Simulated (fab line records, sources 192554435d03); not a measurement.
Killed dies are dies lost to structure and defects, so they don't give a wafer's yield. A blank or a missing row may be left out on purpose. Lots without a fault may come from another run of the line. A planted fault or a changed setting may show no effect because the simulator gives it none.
Chamber matching | flow n5_finfet | N5_BEOL_M1_DEP_57 on pecvd-03: 3 sister chambers
The step deposits SiCN from 3MS/NH3, target thk 8 nm, time 14 s. 3 wafers are shown with their chamber, then 8 later ones without.

WAFERS WITH THEIR CHAMBER
wafer  | chamber | showerhead_plenum_p_Torr (Torr)
L085.4 | 1       | 3.677
L085.5 | 2       | 3.666
L087.1 | 0       | 3.650

WAFERS WITHOUT THEIR CHAMBER
wafer  | showerhead_plenum_p_Torr (Torr)
L087.3 | 3.669
L087.5 | 3.656
L092.1 | 3.653
L092.2 | 3.687
L092.5 | 3.658
L095.1 | 3.673
L095.4 | 3.674
L095.5 | 3.658

WHICH CHAMBER EACH WENT THROUGH
wafer  | from the rows above          | in truth
L087.3 | can't be placed: 2 or 1      | 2
L087.5 | can't be placed: 0 or 2      | 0
L092.1 | can't be placed: 0 or 2      | 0
L092.2 | can't be placed: 1 or 2      | 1
L092.5 | can't be placed: 0 or 2 or 1 | 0
L095.1 | can't be placed: 1 or 2      | 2
L095.4 | can't be placed: 1 or 2      | 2
L095.5 | can't be placed: 0 or 2 or 1 | 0
Placed correctly: 0 of 8. Can't be placed from these rows: 8 (the true chamber is among the candidates in 8). Placed wrongly: 0.
How it was worked out, from the rows above alone: a wafer's distance from a chamber is the root of the sum, over the readings, of the square of ((its reading less the chamber's mean) divided by the reading's scatter). The wafer belongs to the nearest chamber; if the next one is less than 2 further off, it can't be placed. A chamber's mean is the mean of its shown wafers. The scatter: with one shown wafer a chamber, the root of the mean of the squares of how far each hidden wafer lies from its nearest shown one.
